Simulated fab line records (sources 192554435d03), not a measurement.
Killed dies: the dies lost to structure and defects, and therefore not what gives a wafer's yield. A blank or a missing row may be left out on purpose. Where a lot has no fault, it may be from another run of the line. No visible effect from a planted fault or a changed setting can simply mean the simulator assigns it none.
Struck lot and sound lot, side by side / flow n5_finfet / 28 steps out of a route of 1938
Sound: these wafers, L643.2, L643.5, L643.6. Struck: wafer L636.3 (left out: L636.1, L636.4 of the same lot, which were not struck); the cause appears at the end.
Per side, at each step with rows, come the tool, then ch with its chambers, and then its first start. Under that, the readings that differ: sound wafers / struck wafers / difference of the means / sigmas: that difference in standard deviations of wafers without a fault.
alike: readings whose means differ by less than 2 such deviations, and words and numbers that are the same on both sides. not compared: withheld readings, readings that some wafer has no value for, bounds like >300 that may hide the same value, and numbers for which the record gives no deviation and whose values overlap.
The two part at a step that has a row with sigmas, a row that says differs or no value, or rows on one side only. Numbers that don't overlap but have no deviation are shown without sigmas and don't part them. A reading missing from all wafers of one side parts the sides only when that side holds two or more wafers.

first, 9 steps without rows for these wafers: N5_BEOL_M0_SAQP_COAT_34 (resist thk 30 nm); N5_BEOL_M0_SAQP_EBR_36; N5_BEOL_M0_SAQP_SOFTBAKE_35 (time 60 s); N5_BEOL_M0_SAQP_EXPOSE_37 (exposes mask M0 CUT1, target cd 30 nm); N5_BEOL_M0_SAQP_PEB_38 (peb time 60 s); N5_BEOL_M0_SAQP_DEVELOP_39 (develop time 30 s); N5_BEOL_M0_SAQP_DESCUM_45 (chemistry O2, time 7 s); N5_BEOL_M0_SAQP_ETCH_88 (etches underlayer in N2/H2, target depth 6.5 nm, time 5.2 s); N5_BEOL_M0_SAQP_ETCH_73 (etches SiARC in CF4, target depth 19.5 nm, time 32.5 s).
N5_BEOL_M0_SAQP_CUT_ETCH_46: etches SOC in N2/H2, target depth 135 nm, overetch 27 nm, time 202.5 s.
  sound on rie_diel-01 ch 0,1,2, day 11 02:55; struck on rie_diel-04 ch 0, day 9 18:46
reading=rf_vpp_V (V); sound=523.7 519.6 524.1; struck=527.0; difference=+4.5; sigmas=+2
reading=model.SiARC_of_BEOL_M0_SAQP_COAT_72.thk_nm (nm); sound=5.2 5.2 4.8; struck=0; difference=-5; sigmas=
reading=model.BEOL_M0_SAQP.cd_nm (nm); sound=30.6 29.8 30.6; struck=34.2; difference=+3.9; sigmas=
reading=model.SOC_of_BEOL_M0_SAQP_COAT_69.thk_nm (nm); sound=90 89.8 89.8; struck=87.8; difference=-2.1; sigmas=
  alike: drypump_motor_current_A, h2_flow_sccm, showerhead_plenum_p_Torr, temp_c, throttle_valve_pct
  not compared: rf_hours_counter_h
then, 3 steps without rows for these wafers: N5_BEOL_M0_SAQP_STRIP_74 (strips in N2/H2); N5_BEOL_M0_SAQP_STRIP_89 (strips in N2/H2); N5_BEOL_M0_SAQP_ALD_48 (deposits SiO2, target thk 20 nm, pulse time 1 s, co reactant pulse time 1 s).
N5_BEOL_M0_SAQP_ETCH_49: etches SiO2 in CF4/O2, target depth 37 nm.
  sound on rie_diel-01 ch 0,1,3, day 11 04:07; struck on rie_diel-04 ch 2, day 9 19:46
reading=throttle_valve_pct (%); sound=15.79 15.96 16.03; struck=15.44; difference=-0.49; sigmas=-3
reading=model.BEOL_M0_SAQP.cd_nm (nm); sound=30.4 29.8 30.6; struck=34.2; difference=+3.9; sigmas=
reading=model.SOC_of_BEOL_M0_SAQP_COAT_69.thk_nm (nm); sound=70.8 70.8 70.4; struck=68.6; difference=-2.1; sigmas=
  alike: O2_flow_sccm, drypump_motor_current_A, oes_product_au, rf_vpp_V, showerhead_plenum_p_Torr
  not compared: rf_hours_counter_h
then, 10 steps without rows for these wafers: N5_BEOL_M0_SAQP_STRIP_75 (strips in CF4); N5_BEOL_M0_CUTY_COAT_50 (time 60 s, resist thk 15 nm); N5_BEOL_M0_CUTY_COAT_51 (resist thk 150 nm); N5_BEOL_M0_CUTY_EBR_52; N5_BEOL_M0_CUTY_SOFTBAKE_53 (time 60 s); N5_BEOL_M0_CUTY_EXPOSE_54 (exposes mask M0 ABLK); N5_BEOL_M0_CUTY_PEB_55 (peb time 60 s); N5_BEOL_M0_CUTY_DEVELOP_56 (develop time 30 s); N5_BEOL_M0_CUTY_DESCUM_61 (chemistry O2, time 7.9 s); N5_BEOL_M0_CUTY_ETCH_62 (etches SiARC in CF4, time 58.5 s).
N5_BEOL_M0_CUTY_ETCH_63: etches SOC in N2/H2, target depth 82.7 nm, overetch 16.5 nm, time 124 s.
  sound on rie_diel-06 ch 1,2, day 11 04:47; struck on rie_diel-05 ch 3, day 9 20:25
reading=h2_flow_sccm (sccm); sound=200.0 199.3 200.6; struck=201.7; difference=+1.7; sigmas=+3
reading=oes_product_au (a.u.); sound=0.57 0.56 0.56; struck=0.68; difference=+0.12; sigmas=+3
reading=model.etch.depth_nm (nm); sound=70.89 70.79 70.32; struck=68.54; difference=-2.13; sigmas=
  alike: drypump_motor_current_A, rf_vpp_V, showerhead_plenum_p_Torr, temp_c, throttle_valve_pct
  not compared: rf_hours_counter_h
then, 1 step without rows for these wafers: N5_BEOL_M0_CUTY_STRIP_64 (strips in N2/H2).
-- a jump in the record: the struck wafers' starts before and after are 3 days apart (it breaks off in module BEOL_M0_CUTY and resumes in module BEOL_M4, where the first step shown is number 1111 of the route) --
N5_BEOL_M4_RC_MEAS_101:
  sound on prober-01 ch 0, day 14 06:01; struck on prober-01 ch 0, day 13 00:12
reading=ION_P (uA/um); sound=458 460 465; struck=475; difference=+14; sigmas=+2
  alike: DIBL_N, DIBL_P, IOFF_N, IOFF_P, ION_N, SS_N, SS_P, VT_N, VT_P
following that, these wafers have no rows for 1 step: N5_PASSIVATION_PROBE_49.

## WHERE THEY PART
Earliest at N5_BEOL_M0_SAQP_CUT_ETCH_46; latest, in this record, at N5_BEOL_M4_RC_MEAS_101.

WHY: whatever the simulator had introduced
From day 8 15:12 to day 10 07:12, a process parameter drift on rie_diel-04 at N5_BEOL_M0_SAQP_CUT_ETCH_46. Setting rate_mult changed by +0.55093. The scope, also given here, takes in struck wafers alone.
